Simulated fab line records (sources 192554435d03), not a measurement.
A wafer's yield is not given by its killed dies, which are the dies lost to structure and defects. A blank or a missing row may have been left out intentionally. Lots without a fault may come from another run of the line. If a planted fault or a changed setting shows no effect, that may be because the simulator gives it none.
Chamber matching / flow n5-finfet / N5_DUMMY_GATE_ALD_02 on ald-sin-04: 4 sister chambers
The step deposits SiO2, target thk 2 nm, pulse time 1 s. 4 wafers are shown with their chamber, then 12 later ones without.

WAFERS PAIRED WITH THEIR CHAMBERS
wafer=L093.2; chamber=2; heater-power-w (W)=530
wafer=L093.4; chamber=1; heater-power-w (W)=448
wafer=L093.5; chamber=0; heater-power-w (W)=407
wafer=L093.6; chamber=3; heater-power-w (W)=605

WAFERS WITH NO CHAMBER GIVEN
wafer=L094.1; heater-power-w (W)=614
wafer=L094.2; heater-power-w (W)=532
wafer=L094.3; heater-power-w (W)=417
wafer=L094.4; heater-power-w (W)=454
wafer=L094.5; heater-power-w (W)=519
wafer=L094.6; heater-power-w (W)=618
wafer=L097.1; heater-power-w (W)=397
wafer=L097.2; heater-power-w (W)=598
wafer=L097.3; heater-power-w (W)=527
wafer=L097.4; heater-power-w (W)=453
wafer=L097.5; heater-power-w (W)=418
wafer=L097.6; heater-power-w (W)=608

WHICH CHAMBER EACH ONE RAN IN
wafer=L094.1; from the rows above=3; in truth=3
wafer=L094.2; from the rows above=2; in truth=2
wafer=L094.3; from the rows above=0; in truth=0
wafer=L094.4; from the rows above=1; in truth=1
wafer=L094.5; from the rows above=2; in truth=2
wafer=L094.6; from the rows above=3; in truth=3
wafer=L097.1; from the rows above=0; in truth=0
wafer=L097.2; from the rows above=3; in truth=3
wafer=L097.3; from the rows above=2; in truth=2
wafer=L097.4; from the rows above=1; in truth=1
wafer=L097.5; from the rows above=0; in truth=0
wafer=L097.6; from the rows above=3; in truth=3
Placed correctly: 12 of 12. From these rows, 0 cannot be placed. 0 placed wrongly.
How it was worked out, from the rows above alone: a wafer's distance from a chamber is the root of the sum, over the readings, of the square of ((its reading less the chamber's mean) divided by the reading's scatter). If the next closest chamber is less than 2 further off than the closest, the wafer can't be placed; otherwise it belongs to the closest. The mean given for a chamber averages the wafers shown for that chamber. The scatter: root of mean squared gap, hidden wafer to nearest shown wafer, with one shown wafer a chamber.
